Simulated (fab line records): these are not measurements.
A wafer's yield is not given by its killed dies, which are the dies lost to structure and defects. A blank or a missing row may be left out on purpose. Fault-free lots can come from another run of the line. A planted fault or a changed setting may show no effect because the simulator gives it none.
Matching of chambers ; flow n5Finfet ; N5_BEOL_M4_ALD_84 on aldMetal-01 has 4 sister chambers
The step deposits TaN, pulse time 2 s, purge time 3 s, co reactant purge time 2 s. 4 wafers are shown with their chamber, then 12 later ones without.

## EACH WAFER AND ITS CHAMBER
wafer;chamber;heaterPowerW (W)
L089.3;3;425
L089.5;2;436
L090.5;1;357
L090.6;0;347

## WAFERS WITHOUT THEIR CHAMBER
wafer;heaterPowerW (W)
L094.1;353
L094.2;420
L094.6;430
L093.1;429
L093.2;357
L093.6;360
L096.1;444
L096.2;359
L096.4;430
L097.1;369
L097.2;358
L097.4;440

## CHAMBER TAKEN BY EACH
wafer;from the rows above;in truth
L094.1;can't be placed: 1 or 0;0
L094.2;3;3
L094.6;can't be placed: 3 or 2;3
L093.1;can't be placed: 3 or 2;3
L093.2;can't be placed: 1 or 0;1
L093.6;can't be placed: 1 or 0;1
L096.1;2;2
L096.2;can't be placed: 1 or 0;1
L096.4;can't be placed: 3 or 2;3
L097.1;can't be placed: 1 or 0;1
L097.2;can't be placed: 1 or 0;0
L097.4;2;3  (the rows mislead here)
Correct placement for 2 of the 12. From these rows, 9 cannot be placed; in 9 the true chamber is one of the candidates. Placed wrongly: 1.
How it was worked out, from the rows above alone: a wafer's distance from a chamber is the root of the sum, over the readings, of the square of ((its reading less the chamber's mean) divided by the reading's scatter). If the next closest chamber is less than 2 further off than the closest, the wafer can't be placed; otherwise it belongs to the closest. The mean given for a chamber averages the wafers shown for that chamber. The scatter: root of mean squared gap, hidden wafer to nearest shown wafer, with one shown wafer a chamber.
